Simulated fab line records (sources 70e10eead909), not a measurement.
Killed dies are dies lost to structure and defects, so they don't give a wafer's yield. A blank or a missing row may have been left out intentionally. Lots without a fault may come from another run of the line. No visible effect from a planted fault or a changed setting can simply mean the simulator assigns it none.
Which tool is to blame? ; flow nand-harc ; 36 wafers from 12 lots sampled at 3 of the route's 1159 steps

== WHAT THE GAUGES READ, wafer by wafer ==
NHARC_P_M1_THK_MEAS_24: measures by xrf.
lot;measured;on;thk-nm (nm)
L075;day 6 10:53;film-metro-01;156.6 153.6 157.8
L077;day 6 23:10;film-metro-01;157.1 158.4 156.2
L079;day 7 07:11;film-metro-01;157.4 158.0 156.4
L082;day 8 02:26;film-metro-02;155.6 153.4 153.9
L083;day 8 03:44;film-metro-01;159.6 159.6 155.2
L084;day 8 15:17;film-metro-01;158.4 157.4 159.3
L086;day 9 05:01;film-metro-01;156.7 158.9 158.9
L090;day 9 18:15;film-metro-02;158.3 156.4 155.8
L092;day 10 09:19;film-metro-02;155.6 157.7 157.5
L093;day 10 20:28;film-metro-02;159.3 155.7 156.7
L095;day 11 08:50;film-metro-02;154.9 158.2 157.2
L097;day 11 15:10;film-metro-02;158.9 158.7 156.3

== WHAT TOOL EACH LOT RAN ON (gives the tool, then ch and the chambers of the sampled wafers, and finally the start) ==
lot;NHARC_P_M0_DEGAS_28;NHARC_P_M1_PRE_CLEAN_30
L075;pvd-sputter-02, day 6 04:53;pvd-sputter-03, day 6 10:53 or earlier
L077;pvd-sputter-02, day 6 17:19;pvd-sputter-02, day 6 23:10 or earlier
L079;pvd-sputter-03, day 7 01:40;pvd-sputter-02, day 7 07:11 or earlier
L082;pvd-sputter-03, day 7 20:44;pvd-sputter-03, day 8 02:26 or earlier
L083;pvd-sputter-03, day 7 22:03;pvd-sputter-01, day 8 03:44 or earlier
L084;pvd-sputter-01, day 8 09:39;pvd-sputter-02, day 8 15:17 or earlier
L086;pvd-sputter-03, day 8 23:21;pvd-sputter-02, day 9 05:01 or earlier
L090;pvd-sputter-01, day 9 12:35;pvd-sputter-02, day 9 18:15 or earlier
L092;pvd-sputter-03, day 10 03:36;pvd-sputter-03, day 10 09:19 or earlier
L093;pvd-sputter-03, day 10 14:26;pvd-sputter-02, day 10 20:28 or earlier
L095;pvd-sputter-01, day 11 03:23;pvd-sputter-03, day 11 08:50 or earlier
L097;pvd-sputter-02, day 11 09:33;pvd-sputter-01, day 11 15:10 or earlier
- NHARC_P_M0_DEGAS_28: time 60 s.
- NHARC_P_M1_PRE_CLEAN_30: time 30 s.

== THE ANSWER, worked out from the rows above alone ==
Rule: usual is defined by the lots themselves. The widest of any qualifying gaps counts: lots, ordered by their means at a reading, are off when they make up no more than a third of the lots, leave a main group of 4 or more, and stand apart from it by 3 or more times the standard deviation of that group's means. If all means in a main group match to the digits the tables above print for the reading, that group is not used. Also off: a lot with no number at a reading for which 4 or more lots have one. Any other lot the step has rows for is counted as sound.
Nothing can be told from this: no lot is off at any reading shown.

== WHAT WAS PUT IN BY THE SIMULATOR ==
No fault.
